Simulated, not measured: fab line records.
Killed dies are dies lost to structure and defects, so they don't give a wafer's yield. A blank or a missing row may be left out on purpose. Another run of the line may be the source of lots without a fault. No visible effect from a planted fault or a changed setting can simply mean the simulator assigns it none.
Which of the tools did it? / flow nandHarc / Sampling: 16 lots, 48 wafers, 5 of 1159 route steps

== WHAT THE GAUGES READ, wafer by wafer ==
NHARC_A_M0_CD_MEAS_09 targets a cd of 80 nm. Usual: 80.0 nm for cdNm, sd 0.61.
lot=L325; measured=day 17 07:41; on=cdSem-01; cdNm (nm)=79.8 79.7 79.8; flag=
lot=L328; measured=day 17 16:03; on=cdSem-02; cdNm (nm)=79.7 79.3 79.0; flag=
lot=L327; measured=day 17 19:21; on=cdSem-03; cdNm (nm)=79.8 79.3 79.7; flag=
lot=L326; measured=day 18 02:20; on=cdSem-02; cdNm (nm)=80.1 79.8 79.3; flag=
lot=L332; measured=day 19 11:04; on=cdSem-03; cdNm (nm)=81.4 80.4 81.4; flag=
lot=L334; measured=day 19 18:02; on=cdSem-03; cdNm (nm)=80.2 79.4 79.9; flag=
lot=L336; measured=day 20 04:43; on=cdSem-03; cdNm (nm)=79.6 80.0 80.3; flag=
lot=L337; measured=day 20 22:56; on=cdSem-01; cdNm (nm)=97.9 98.6 97.9 98.5 98.8 97.8; flag=OFF
lot=L342; measured=day 21 16:32; on=cdSem-01; cdNm (nm)=79.9 80.4 80.7; flag=
lot=L340; measured=day 21 22:38; on=cdSem-02; cdNm (nm)=94.4 93.7 93.9 94.4 94.0 93.6; flag=OFF
lot=L339; measured=day 22 02:32; on=cdSem-02; cdNm (nm)=92.8 93.0 93.6 93.0 93.1 93.3; flag=OFF
lot=L344; measured=day 22 03:13; on=cdSem-01; cdNm (nm)=79.8 79.9 79.3; flag=
lot=L341; measured=day 22 05:25; on=cdSem-01; cdNm (nm)=93.2 93.0 92.9 93.4 93.0 92.8; flag=OFF
lot=L345; measured=day 22 16:47; on=cdSem-01; cdNm (nm)=80.1 79.3 79.4; flag=
lot=L346; measured=day 22 17:19; on=cdSem-01; cdNm (nm)=78.4 78.7 79.5; flag=
lot=L348; measured=day 23 16:06; on=cdSem-03; cdNm (nm)=80.5 80.1 80.1; flag=

== EACH LOT AND THE TOOL THAT RAN IT (in order: tool; ch and the chambers of the sampled wafers; start) ==
lot=L325; NHARC_A_CONTACT_STRIP_26=rieDiel-01 ch 0,1,2, day 16 21:39 or earlier; NHARC_A_CONTACT_CMP_20=cmp-01 ch 0,3, day 16 21:39; NHARC_A_BLC_DEGAS_30=pvdSputter-01, day 17 01:02; NHARC_A_M0_EXPOSE_06=arfiScanner-03 ch 0, day 17 07:33
lot=L328; NHARC_A_CONTACT_STRIP_26=rieDiel-04 ch 1,3, day 17 11:11 or earlier; NHARC_A_CONTACT_CMP_20=cmp-01 ch 0,1, day 17 11:11; NHARC_A_BLC_DEGAS_30=pvdSputter-03, day 17 13:53; NHARC_A_M0_EXPOSE_06=arfiScanner-01 ch 0, day 17 15:55
lot=L327; NHARC_A_CONTACT_STRIP_26=rieDiel-01 ch 0,1,2, day 17 12:00 or earlier; NHARC_A_CONTACT_CMP_20=cmp-04 ch 0,1,2, day 17 12:00; NHARC_A_BLC_DEGAS_30=pvdSputter-03, day 17 14:41; NHARC_A_M0_EXPOSE_06=arfiScanner-01 ch 0, day 17 19:13
lot=L326; NHARC_A_CONTACT_STRIP_26=rieDiel-01 ch 0,1,2, day 17 18:54 or earlier; NHARC_A_CONTACT_CMP_20=cmp-03 ch 0,1,3, day 17 18:54; NHARC_A_BLC_DEGAS_30=pvdSputter-03, day 17 21:35; NHARC_A_M0_EXPOSE_06=arfiScanner-03 ch 0, day 18 02:12
lot=L332; NHARC_A_CONTACT_STRIP_26=rieDiel-01 ch 0,1,3, day 19 03:52 or earlier; NHARC_A_CONTACT_CMP_20=cmp-04 ch 0,1,2, day 19 03:52; NHARC_A_BLC_DEGAS_30=pvdSputter-02, day 19 06:31; NHARC_A_M0_EXPOSE_06=arfiScanner-03 ch 0, day 19 10:55
lot=L334; NHARC_A_CONTACT_STRIP_26=rieDiel-03 ch 1,3, day 19 10:39 or earlier; NHARC_A_CONTACT_CMP_20=cmp-04 ch 0,3, day 19 10:39; NHARC_A_BLC_DEGAS_30=pvdSputter-01, day 19 13:20; NHARC_A_M0_EXPOSE_06=arfiScanner-01 ch 0, day 19 17:53
lot=L336; NHARC_A_CONTACT_STRIP_26=rieDiel-01 ch 0,2, day 19 19:47 or earlier; NHARC_A_CONTACT_CMP_20=cmp-01 ch 0,2,3, day 19 19:47; NHARC_A_BLC_DEGAS_30=pvdSputter-03, day 19 22:19; NHARC_A_M0_EXPOSE_06=arfiScanner-03 ch 0, day 20 04:34
lot=L337; NHARC_A_CONTACT_STRIP_26=rieDiel-03 ch 0,2,3, day 20 16:01 or earlier; NHARC_A_CONTACT_CMP_20=cmp-03 ch 2,3, day 20 16:01; NHARC_A_BLC_DEGAS_30=pvdSputter-02, day 20 18:40; NHARC_A_M0_EXPOSE_06=arfiScanner-03 ch 0, day 20 22:48
lot=L342; NHARC_A_CONTACT_STRIP_26=rieDiel-03 ch 0,1, day 21 08:23 or earlier; NHARC_A_CONTACT_CMP_20=cmp-03 ch 0,2, day 21 08:23; NHARC_A_BLC_DEGAS_30=pvdSputter-02, day 21 11:13; NHARC_A_M0_EXPOSE_06=arfiScanner-01 ch 0, day 21 16:23
lot=L340; NHARC_A_CONTACT_STRIP_26=rieDiel-01 ch 0,1,3, day 21 14:17 or earlier; NHARC_A_CONTACT_CMP_20=cmp-01 ch 0,1,3, day 21 14:17; NHARC_A_BLC_DEGAS_30=pvdSputter-01, day 21 17:07; NHARC_A_M0_EXPOSE_06=arfiScanner-03 ch 0, day 21 22:29
lot=L339; NHARC_A_CONTACT_STRIP_26=rieDiel-04 ch 0,1, day 21 20:07 or earlier; NHARC_A_CONTACT_CMP_20=cmp-03 ch 1,2, day 21 20:07; NHARC_A_BLC_DEGAS_30=pvdSputter-01, day 21 22:39; NHARC_A_M0_EXPOSE_06=arfiScanner-03 ch 0, day 22 02:24
lot=L344; NHARC_A_CONTACT_STRIP_26=rieDiel-03 ch 1,3, day 21 20:50 or earlier; NHARC_A_CONTACT_CMP_20=cmp-01 ch 1,2,3, day 21 20:50; NHARC_A_BLC_DEGAS_30=pvdSputter-02, day 21 23:41; NHARC_A_M0_EXPOSE_06=arfiScanner-01 ch 0, day 22 03:04
lot=L341; NHARC_A_CONTACT_STRIP_26=rieDiel-04 ch 0,1,2, day 22 00:26 or earlier; NHARC_A_CONTACT_CMP_20=cmp-04 ch 0,3, day 22 00:26; NHARC_A_BLC_DEGAS_30=pvdSputter-01, day 22 03:07; NHARC_A_M0_EXPOSE_06=arfiScanner-03 ch 0, day 22 05:16
lot=L345; NHARC_A_CONTACT_STRIP_26=rieDiel-01 ch 0,1,2, day 22 09:33 or earlier; NHARC_A_CONTACT_CMP_20=cmp-03 ch 1,2,3, day 22 09:33; NHARC_A_BLC_DEGAS_30=pvdSputter-03, day 22 12:13; NHARC_A_M0_EXPOSE_06=arfiScanner-02 ch 0, day 22 16:39
lot=L346; NHARC_A_CONTACT_STRIP_26=rieDiel-01 ch 0,1,3, day 22 10:48 or earlier; NHARC_A_CONTACT_CMP_20=cmp-03 ch 0,2,3, day 22 10:48; NHARC_A_BLC_DEGAS_30=pvdSputter-03, day 22 13:22; NHARC_A_M0_EXPOSE_06=arfiScanner-02 ch 0, day 22 17:10
lot=L348; NHARC_A_CONTACT_STRIP_26=rieDiel-01 ch 0,1,3, day 23 11:05 or earlier; NHARC_A_CONTACT_CMP_20=cmp-01 ch 2,3, day 23 11:05; NHARC_A_BLC_DEGAS_30=pvdSputter-02, day 23 13:45; NHARC_A_M0_EXPOSE_06=arfiScanner-02 ch 0, day 23 15:58
- NHARC_A_CONTACT_STRIP_26: strips in O2.
- NHARC_A_CONTACT_CMP_20: polishes, t overpolish 30 s, target thk 300 nm.
- NHARC_A_BLC_DEGAS_30: time 60 s.
- NHARC_A_M0_EXPOSE_06: exposes mask A M0, target cd 80 nm.

== AS READ BY THE TOOLS THEMSELVES (means over the sampled wafers that have a number; for cases with no such wafer, the mark the record gives instead) ==
NHARC_A_CONTACT_STRIP_26. Usual: drypumpMotorCurrentA 5.8 A, standard deviation 0.42; oesProductAu 0.999 a.u., standard deviation 0.0085; rfVppV 57.8 V, standard deviation 0.91; showerheadPlenumPTorr 3.58 Torr, standard deviation 0.16; throttleValvePct 17.037 %, standard deviation 0.0092.
lot=L325; tool=rieDiel-01; drypumpMotorCurrentA (A)=5.5; oesProductAu (a.u.)=0.991; rfVppV (V)=57.6; showerheadPlenumPTorr (Torr)=3.53; throttleValvePct (%)=17.039; flag=
lot=L328; tool=rieDiel-04; drypumpMotorCurrentA (A)=6.1; oesProductAu (a.u.)=0.997; rfVppV (V)=58.9; showerheadPlenumPTorr (Torr)=3.71; throttleValvePct (%)=17.052; flag=
lot=L327; tool=rieDiel-01; drypumpMotorCurrentA (A)=5.5; oesProductAu (a.u.)=0.993; rfVppV (V)=57.6; showerheadPlenumPTorr (Torr)=3.52; throttleValvePct (%)=17.035; flag=
lot=L326; tool=rieDiel-01; drypumpMotorCurrentA (A)=5.6; oesProductAu (a.u.)=0.994; rfVppV (V)=57.9; showerheadPlenumPTorr (Torr)=3.52; throttleValvePct (%)=17.032; flag=
lot=L332; tool=rieDiel-01; drypumpMotorCurrentA (A)=5.6; oesProductAu (a.u.)=0.985; rfVppV (V)=58.1; showerheadPlenumPTorr (Torr)=3.64; throttleValvePct (%)=17.036; flag=
lot=L334; tool=rieDiel-03; drypumpMotorCurrentA (A)=6.4; oesProductAu (a.u.)=1.002; rfVppV (V)=58.4; showerheadPlenumPTorr (Torr)=3.55; throttleValvePct (%)=17.042; flag=
lot=L336; tool=rieDiel-01; drypumpMotorCurrentA (A)=5.4; oesProductAu (a.u.)=0.990; rfVppV (V)=57.3; showerheadPlenumPTorr (Torr)=3.51; throttleValvePct (%)=17.039; flag=
lot=L337; tool=rieDiel-03; drypumpMotorCurrentA (A)=6.2; oesProductAu (a.u.)=1.005; rfVppV (V)=59.2; showerheadPlenumPTorr (Torr)=3.65; throttleValvePct (%)=17.033; flag=
lot=L342; tool=rieDiel-03; drypumpMotorCurrentA (A)=6.0; oesProductAu (a.u.)=1.005; rfVppV (V)=57.3; showerheadPlenumPTorr (Torr)=3.46; throttleValvePct (%)=17.032; flag=
lot=L340; tool=rieDiel-01; drypumpMotorCurrentA (A)=5.5; oesProductAu (a.u.)=0.994; rfVppV (V)=58.2; showerheadPlenumPTorr (Torr)=3.63; throttleValvePct (%)=17.042; flag=
lot=L339; tool=rieDiel-04; drypumpMotorCurrentA (A)=6.1; oesProductAu (a.u.)=1.011; rfVppV (V)=57.9; showerheadPlenumPTorr (Torr)=3.63; throttleValvePct (%)=17.036; flag=
lot=L344; tool=rieDiel-03; drypumpMotorCurrentA (A)=6.4; oesProductAu (a.u.)=1.000; rfVppV (V)=57.6; showerheadPlenumPTorr (Torr)=3.54; throttleValvePct (%)=17.030; flag=
lot=L341; tool=rieDiel-04; drypumpMotorCurrentA (A)=5.9; oesProductAu (a.u.)=1.009; rfVppV (V)=58.2; showerheadPlenumPTorr (Torr)=3.71; throttleValvePct (%)=17.036; flag=
lot=L345; tool=rieDiel-01; drypumpMotorCurrentA (A)=5.6; oesProductAu (a.u.)=1.010; rfVppV (V)=59.1; showerheadPlenumPTorr (Torr)=3.51; throttleValvePct (%)=17.048; flag=
lot=L346; tool=rieDiel-01; drypumpMotorCurrentA (A)=5.6; oesProductAu (a.u.)=1.000; rfVppV (V)=57.7; showerheadPlenumPTorr (Torr)=3.63; throttleValvePct (%)=17.040; flag=
lot=L348; tool=rieDiel-01; drypumpMotorCurrentA (A)=5.5; oesProductAu (a.u.)=0.999; rfVppV (V)=57.7; showerheadPlenumPTorr (Torr)=3.63; throttleValvePct (%)=17.042; flag=

NHARC_A_CONTACT_CMP_20. Usual: motorCurrentA 12.3 A, standard deviation 1.3; overpolishRunS 30.001 s, standard deviation 0.0092; timeToEndpointS 59.4 s, standard deviation 2.8.
lot=L325; tool=cmp-01; motorCurrentA (A)=13.6; overpolishRunS (s)=29.997; timeToEndpointS (s)=61.6; flag=
lot=L328; tool=cmp-01; motorCurrentA (A)=11.1; overpolishRunS (s)=29.997; timeToEndpointS (s)=56.6; flag=
lot=L327; tool=cmp-04; motorCurrentA (A)=12.0; overpolishRunS (s)=29.997; timeToEndpointS (s)=58.5; flag=
lot=L326; tool=cmp-03; motorCurrentA (A)=13.3; overpolishRunS (s)=29.994; timeToEndpointS (s)=57.7; flag=
lot=L332; tool=cmp-04; motorCurrentA (A)=12.8; overpolishRunS (s)=29.996; timeToEndpointS (s)=63.6; flag=
lot=L334; tool=cmp-04; motorCurrentA (A)=12.1; overpolishRunS (s)=30.002; timeToEndpointS (s)=62.0; flag=
lot=L336; tool=cmp-01; motorCurrentA (A)=13.1; overpolishRunS (s)=29.993; timeToEndpointS (s)=59.8; flag=
lot=L337; tool=cmp-03; motorCurrentA (A)=12.0; overpolishRunS (s)=29.999; timeToEndpointS (s)=61.5; flag=
lot=L342; tool=cmp-03; motorCurrentA (A)=11.2; overpolishRunS (s)=30.009; timeToEndpointS (s)=57.6; flag=
lot=L340; tool=cmp-01; motorCurrentA (A)=12.6; overpolishRunS (s)=29.997; timeToEndpointS (s)=55.7; flag=
lot=L339; tool=cmp-03; motorCurrentA (A)=12.5; overpolishRunS (s)=30.006; timeToEndpointS (s)=60.3; flag=
lot=L344; tool=cmp-01; motorCurrentA (A)=12.6; overpolishRunS (s)=30.003; timeToEndpointS (s)=58.2; flag=
lot=L341; tool=cmp-04; motorCurrentA (A)=12.3; overpolishRunS (s)=29.992; timeToEndpointS (s)=62.4; flag=
lot=L345; tool=cmp-03; motorCurrentA (A)=12.1; overpolishRunS (s)=30.002; timeToEndpointS (s)=59.9; flag=
lot=L346; tool=cmp-03; motorCurrentA (A)=12.0; overpolishRunS (s)=30.003; timeToEndpointS (s)=63.6; flag=
lot=L348; tool=cmp-01; motorCurrentA (A)=13.1; overpolishRunS (s)=30.006; timeToEndpointS (s)=57.9; flag=

NHARC_A_BLC_DEGAS_30. Usual: 466 W for heaterPowerW, sd 32.
lot=L325; tool=pvdSputter-01; heaterPowerW (W)=471; flag=
lot=L328; tool=pvdSputter-03; heaterPowerW (W)=462; flag=
lot=L327; tool=pvdSputter-03; heaterPowerW (W)=451; flag=
lot=L326; tool=pvdSputter-03; heaterPowerW (W)=458; flag=
lot=L332; tool=pvdSputter-02; heaterPowerW (W)=460; flag=
lot=L334; tool=pvdSputter-01; heaterPowerW (W)=448; flag=
lot=L336; tool=pvdSputter-03; heaterPowerW (W)=457; flag=
lot=L337; tool=pvdSputter-02; heaterPowerW (W)=463; flag=
lot=L342; tool=pvdSputter-02; heaterPowerW (W)=452; flag=
lot=L340; tool=pvdSputter-01; heaterPowerW (W)=468; flag=
lot=L339; tool=pvdSputter-01; heaterPowerW (W)=469; flag=
lot=L344; tool=pvdSputter-02; heaterPowerW (W)=481; flag=
lot=L341; tool=pvdSputter-01; heaterPowerW (W)=474; flag=
lot=L345; tool=pvdSputter-03; heaterPowerW (W)=484; flag=
lot=L346; tool=pvdSputter-03; heaterPowerW (W)=458; flag=
lot=L348; tool=pvdSputter-02; heaterPowerW (W)=476; flag=

NHARC_A_M0_EXPOSE_06. Usual: 83.27 for exposureDoseMJCm2, sd 0.081.
lot=L325 tool=arfiScanner-03 exposureDoseMJCm2=83.28 flag=
lot=L328 tool=arfiScanner-01 exposureDoseMJCm2=83.31 flag=
lot=L327 tool=arfiScanner-01 exposureDoseMJCm2=83.35 flag=
lot=L326 tool=arfiScanner-03 exposureDoseMJCm2=83.26 flag=
lot=L332 tool=arfiScanner-03 exposureDoseMJCm2=83.24 flag=
lot=L334 tool=arfiScanner-01 exposureDoseMJCm2=83.25 flag=
lot=L336 tool=arfiScanner-03 exposureDoseMJCm2=83.40 flag=
lot=L337 tool=arfiScanner-03 exposureDoseMJCm2=110.37 flag=OFF
lot=L342 tool=arfiScanner-01 exposureDoseMJCm2=83.11 flag=
lot=L340 tool=arfiScanner-03 exposureDoseMJCm2=102.16 flag=OFF
lot=L339 tool=arfiScanner-03 exposureDoseMJCm2=102.16 flag=OFF
lot=L344 tool=arfiScanner-01 exposureDoseMJCm2=83.29 flag=
lot=L341 tool=arfiScanner-03 exposureDoseMJCm2=102.04 flag=OFF
lot=L345 tool=arfiScanner-02 exposureDoseMJCm2=83.37 flag=
lot=L346 tool=arfiScanner-02 exposureDoseMJCm2=83.28 flag=
lot=L348 tool=arfiScanner-02 exposureDoseMJCm2=83.34 flag=

== THE ANSWER, worked out from the rows above alone ==
Rule: a lot counts as off when the mean over its wafers that have a number is more than 3 standard deviations away from the usual mean. Also off: a lot with no number at a reading for which 4 or more lots have one. The other lots that the step has rows for count as sound. After the gauges, taken in route order, come the tools' own readings; for these a lot's mean is taken, as printed above. At the first step where some lot is off, the reading lying furthest off is the one used; lots without a number count as furthest.
Off: L337, L340, L339, L341 (NHARC_A_M0_CD_MEAS_09, cdNm).
If a tool, at a process step before that reading, ran all the lots that are off and no sound lot after the first of them, it fits. Not tried: the gauges at NHARC_A_M0_CD_MEAS_09; whatever is off there is also off at NHARC_A_M0_EXPOSE_06, on other tools, and gauge error can't account for it. NHARC_A_CONTACT_STRIP_26 gives no start for some lots, so the hours and the order of its lots are those of NHARC_A_CONTACT_CMP_20. One candidate fits, namely arfiScanner-03 at NHARC_A_M0_EXPOSE_06. A fault onset in the window from L336 (day 20 04:34, its last sound lot) to L337 (day 20 22:48, its first lot off) fits.
On the lots that are off, the tool's own readings at NHARC_A_M0_EXPOSE_06 differ by more than 5 times the standard deviation of the sound lots' means, which bears it out; exposureDoseMJCm2 reads 104.18 there versus 83.29 on the sound lots.

== WHAT THE SIMULATOR HAD INSERTED ==
Drift in process parameters on arfiScanner-03 at NHARC_A_M0_EXPOSE_06, starting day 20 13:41. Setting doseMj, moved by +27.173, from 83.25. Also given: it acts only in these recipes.
Shown lots that were struck: L337, L340, L339, L341. The rule given above showed the same thing.
